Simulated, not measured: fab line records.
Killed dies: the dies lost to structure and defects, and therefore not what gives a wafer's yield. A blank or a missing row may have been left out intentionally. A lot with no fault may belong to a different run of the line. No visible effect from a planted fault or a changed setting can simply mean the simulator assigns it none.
A struck lot beside a sound one || flow n5-finfet || 16 out of 1938 route steps
Sound: wafers L166.2, L166.3, L166.4. The struck wafers were L170.4, L170.5, L170.6. The cause is named last.
Per side, at each step with rows, come the tool, then ch with its chambers, and then its first start. Under that, the readings that differ: sound wafers || struck wafers || difference of the means || sigmas: that difference in standard deviations of wafers without a fault.
alike: same words and numbers on both sides, and readings whose means sit less than 2 such deviations apart. not compared: any withheld reading, any reading some wafer has no value for, any bound like >300 that may hide the same value, and any number with overlapping values for which the record gives no deviation.
A row with sigmas, a row that says differs or no value, or rows on one side alone: a step with any of these is where the two part. When numbers do not overlap yet have no deviation, they are printed without sigmas and do not part them. A reading missing from all wafers of one side parts the sides only when that side holds two or more wafers.

N5_FIN_SAQP_ETCH_34: etches SiO2 in C4F6/O2, target depth 45 nm, time 15 s.
  sound on rie-diel-02 ch 0,1,3, day 4 03:44; struck on rie-diel-02 ch 1,2,3, day 5 06:58
  alike: drypump-motor-current-A, etch-rf-on-time-s, mfc-ar-sccm, oes-product-au, rf-fwd-power-W, rf-vpp-V, showerhead-plenum-p-Torr, throttle-valve-pct
  not compared: rf-hours-counter-h
N5_FIN_SAQP_STRIP_77: strips in N2/H2, time 90 s.
  sound on rie-diel-02 ch 0,1,3, day 4 03:45; struck on rie-diel-02 ch 1,2,3, day 5 06:59
  alike: drypump-motor-current-A, oes-product-au, rf-vpp-V, showerhead-plenum-p-Torr, throttle-valve-pct
  not compared: rf-hours-counter-h
N5_FIN_SAQP_HM_CD_35: the cd target is 8 nm.
  struck on cd-sem-03, day 5 07:07; sound on cd-sem-03, day 4 03:53
  alike: cd-nm
N5_FIN_SAQP_ETCH_64: etches SiO2 in CF4, target depth 1.5 nm.
  sound on rie-si-03 ch 1,2,3, day 4 03:55; struck on rie-si-01 ch 1,2,3, day 5 07:10
{"reading": "rf-hours-counter-h (h)", "sound": "99 108 2", "struck": "- - -", "difference": "no value on the struck wafers", "sigmas": ""}
  alike: drypump-motor-current-A, oes-product-au, rf-fwd-power-W, throttle-valve-pct
N5_FIN_SAQP_FIN_ETCH_36: etches the open film in HBr/Cl2/O2, target depth 120 nm, time 50.4 s.
  sound on rie-si-03 ch 1,2,3, day 4 03:56; struck on rie-si-01 ch 1,2,3, day 5 07:13
{"reading": "rf-hours-counter-h (h)", "sound": "99 108 2", "struck": "- - -", "difference": "no value on the struck wafers", "sigmas": ""}
  alike: drypump-motor-current-A, oes-product-au, rf-fwd-power-W, throttle-valve-pct
N5_FIN_SAQP_CD_MEAS_37: the cd target is 8 nm.
  struck on cd-sem-01, day 5 07:18; sound on cd-sem-01, day 4 04:04
  alike: cd-nm
then, 3 steps without rows for these wafers: N5_FIN_SAQP_PRECLEAN_38 (cleans in O3/DIW, time 45 s); N5_FIN_SAQP_PRECLEAN_45 (cleans in dHF, time 10 s); N5_FIN_SAQP_SRD_39 (time 30 s).
N5_FIN_SAQP_OCD_MEAS_76:
  struck on ocd-01, day 5 07:24; sound on ocd-02, day 4 04:10
  alike: trench-depth-nm
N5_FIN_SAQP_INSPECT_40: inspects for defects (brightfield).
  struck on defect-inspect-01, day 5 07:26; sound on defect-inspect-01, day 4 04:11
  alike: raw-defect-count
then, 1 step without rows for these wafers: N5_FIN_CUT_COAT_18 (time 60 s, resist thk 230 nm).
N5_FIN_CUT_COAT_19: time 60 s, resist thk 20 nm.
  sound on litho-track-04 ch 0, day 4 04:14; struck on litho-track-01 ch 0, day 5 07:28
{"reading": "heater-power-total-W (W)", "sound": "429.0 429.6 429.2", "struck": "469.0 463.2 465.4", "difference": "+36.6", "sigmas": "+17"}
{"reading": "run-length-s (s)", "sound": "66.47 66.56 66.37", "struck": "58.83 58.60 58.62", "difference": -7.78, "sigmas": -52}
then, 1 step without rows for these wafers: N5_FIN_CUT_COAT_29 (time 60 s, resist thk 10 nm).
-- record jumps: 6 days separate the struck wafers' starts on either side; left off in module FIN_CUT, taken up again in module BEOL_M4, whose first shown step is the route's number 1111 --
N5_BEOL_M4_RC_MEAS_101:
  sound on prober-01 ch 0, day 10 08:20; struck on prober-02 ch 0, day 11 05:56
  alike: DIBL_N, DIBL_P, IOFF_N, IOFF_P, ION_N, ION_P, SS_N, SS_P, VT_N, VT_P
-- the record jumps here: 4 days lie between the struck wafers' starts before and after (it left off in module BEOL_M4 and takes up again in module PASSIVATION, whose first step shown is number 1936 of the route) --
N5_PASSIVATION_PROBE_49:
  only the struck wafers here have rows in the record (prober-02, day 15 13:32); the sound ones have none

## WHERE THEY PART
Last at N5_PASSIVATION_PROBE_49 as far as this record goes, first at N5_FIN_SAQP_ETCH_64.

WHY: whatever the simulator had introduced
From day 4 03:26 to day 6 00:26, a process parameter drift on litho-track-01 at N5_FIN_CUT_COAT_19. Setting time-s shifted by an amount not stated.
